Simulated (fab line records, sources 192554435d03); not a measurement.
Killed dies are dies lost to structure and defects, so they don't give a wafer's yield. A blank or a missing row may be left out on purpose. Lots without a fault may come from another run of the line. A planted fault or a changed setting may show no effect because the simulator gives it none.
Chamber matching | flow n5_finfet | N5_BEOL_M3_CO_CAP_55 on cvd_co-01: 3 sister chambers
The step material Co, precursor CCTBA/H2, target thk 2 nm, time 102.1 s. 36 wafers are shown with their chamber, then 12 later ones without.

WAFERS WITH THEIR CHAMBER
wafer  | chamber | heater_power_w (W) | susceptor_temp_C (C)
L075.1 | 1       | 212                | 200.00
L075.4 | 1       | 215                | 199.95
L075.6 | 0       | 213                | 200.08
L077.2 | 2       | 278                | 199.99
L077.3 | 1       | 212                | 199.99
L077.5 | 1       | 214                | 199.92
L078.1 | 0       | 217                | 199.90
L078.2 | 1       | 217                | 200.33
L078.3 | 2       | 276                | 200.22
L080.2 | 2       | 274                | 199.93
L080.3 | 0       | 208                | 200.11
L080.6 | 0       | 207                | 200.04
L081.2 | 1       | 213                | 199.69
L081.3 | 0       | 211                | 199.93
L081.4 | 1       | 211                | 199.98
L084.1 | 2       | 279                | 199.89
L084.2 | 1       | 212                | 200.17
L084.4 | 0       | 210                | 199.91
L086.1 | 2       | 282                | 199.88
L086.2 | 0       | 214                | 200.19
L086.4 | 2       | 278                | 199.89
L085.3 | 2       | 281                | 200.01
L085.4 | 2       | 273                | 200.14
L085.5 | 1       | 212                | 200.01
L088.3 | 0       | 214                | 200.04
L088.4 | 2       | 272                | 199.90
L088.5 | 0       | 214                | 200.28
L090.1 | 0       | 211                | 199.93
L090.4 | 2       | 268                | 200.19
L090.5 | 1       | 211                | 199.83
L091.3 | 0       | 212                | 200.22
L091.4 | 2       | 269                | 200.17
L091.5 | 0       | 212                | 200.14
L093.3 | 2       | 275                | 199.83
L093.4 | 0       | 214                | 199.72
L093.6 | 2       | 279                | 199.71

SIGNATURES (means of the wafers above)
reading          | chamber 0 | chamber 1 | chamber 2 | scatter within a chamber
heater_power_w   | 212.08    | 212.90    | 275.69    | 3.26
susceptor_temp_C | 200.0377  | 199.9870  | 199.9808  | 0.161
Rule: a wafer's distance from a chamber is the root of the sum, over the readings, of the square of ((its reading less the chamber's mean) divided by the reading's scatter). The wafer belongs to the nearest chamber; if the next one is less than 2 further off, it can't be placed. The scatter: the root of (the sum of the squares of (reading less its chamber's mean) over the shown wafers, divided by (wafers less chambers)).

WAFERS WITHOUT THEIR CHAMBER
wafer  | heater_power_w (W) | susceptor_temp_C (C)
L094.1 | 279                | 199.92
L094.4 | 207                | 199.97
L094.5 | 211                | 199.50
L095.1 | 213                | 199.87
L095.4 | 215                | 200.06
L095.6 | 271                | 199.73
L096.3 | 274                | 199.81
L096.5 | 207                | 200.05
L096.6 | 279                | 200.03
L097.1 | 207                | 199.93
L097.2 | 279                | 200.10
L097.5 | 209                | 199.77

WHICH CHAMBER EACH WENT THROUGH
wafer  | from the rows above     | in truth
L094.1 | 2                       | 2
L094.4 | can't be placed: 0 or 1 | 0
L094.5 | can't be placed: 1 or 0 | 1
L095.1 | can't be placed: 1 or 0 | 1
L095.4 | can't be placed: 1 or 0 | 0
L095.6 | 2                       | 2
L096.3 | 2                       | 2
L096.5 | can't be placed: 0 or 1 | 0
L096.6 | 2                       | 2
L097.1 | can't be placed: 0 or 1 | 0
L097.2 | 2                       | 2
L097.5 | can't be placed: 1 or 0 | 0
Placed correctly: 5 of 12. Can't be placed from these rows: 7 (the true chamber is among the candidates in 7). Placed wrongly: 0.
